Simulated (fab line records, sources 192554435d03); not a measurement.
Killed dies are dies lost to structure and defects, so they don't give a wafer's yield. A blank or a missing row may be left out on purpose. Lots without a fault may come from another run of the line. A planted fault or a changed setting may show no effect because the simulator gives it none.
Chamber matching | flow n5_finfet | N5_BEOL_M9_STRIP_36 on rie_diel-04: 4 sister chambers
The step strips in N2/H2. 14 wafers are shown with their chamber, then 7 later ones without.

WAFERS WITH THEIR CHAMBER
wafer  | chamber | showerhead_plenum_p_Torr (Torr) | oes_product_au (a.u.) | drypump_motor_current_A (A)
L076.3 | 1       | 2.60                            | 0.73                  | 6.2
L076.4 | 0       | 2.41                            | 0.74                  | 5.5
L076.5 | 3       | 2.33                            | 0.78                  | 5.6
L084.1 | 3       | 2.33                            | 0.76                  | 5.6
L084.4 | 1       | 2.59                            | 0.72                  | 6.2
L084.6 | 2       | 2.59                            | 0.92                  | 6.1
L085.1 | 2       | 2.59                            | 0.92                  | 6.1
L085.2 | 0       | 2.40                            | 0.73                  | 5.4
L085.3 | 3       | 2.32                            | 0.76                  | 5.6
L089.2 | 3       | 2.32                            | 0.76                  | 5.7
L089.4 | 2       | 2.59                            | 0.90                  | 6.0
L089.5 | 0       | 2.40                            | 0.73                  | 5.4
L088.3 | 1       | 2.59                            | 0.71                  | 6.2
L088.4 | 2       | 2.59                            | 0.90                  | 6.1

SIGNATURES (means of the wafers above)
reading                  | chamber 0 | chamber 1 | chamber 2 | chamber 3 | scatter within a chamber
showerhead_plenum_p_Torr | 2.4033    | 2.5933    | 2.5900    | 2.3250    | 0.00483
oes_product_au           | 0.7333    | 0.7200    | 0.9100    | 0.7650    | 0.00983
drypump_motor_current_A  | 5.433     | 6.200     | 6.075     | 5.625     | 0.0465
Rule: a wafer's distance from a chamber is the root of the sum, over the readings, of the square of ((its reading less the chamber's mean) divided by the reading's scatter). The wafer belongs to the nearest chamber; if the next one is less than 2 further off, it can't be placed. The scatter: the root of (the sum of the squares of (reading less its chamber's mean) over the shown wafers, divided by (wafers less chambers)).

WAFERS WITHOUT THEIR CHAMBER
wafer  | showerhead_plenum_p_Torr (Torr) | oes_product_au (a.u.) | drypump_motor_current_A (A)
L088.5 | 2.59                            | 0.70                  | 6.2
L090.1 | 2.59                            | 0.91                  | 6.0
L090.2 | 2.59                            | 0.71                  | 6.2
L090.3 | 2.32                            | 0.75                  | 5.7
L091.1 | 2.59                            | 0.70                  | 6.2
L091.5 | 2.32                            | 0.75                  | 5.6
L091.6 | 2.59                            | 0.90                  | 6.0

WHICH CHAMBER EACH WENT THROUGH
wafer  | from the rows above | in truth
L088.5 | 1                   | 1
L090.1 | 2                   | 2
L090.2 | 1                   | 1
L090.3 | 3                   | 3
L091.1 | 1                   | 1
L091.5 | 3                   | 3
L091.6 | 2                   | 2
Placed correctly: 7 of 7. Can't be placed from these rows: 0. Placed wrongly: 0.
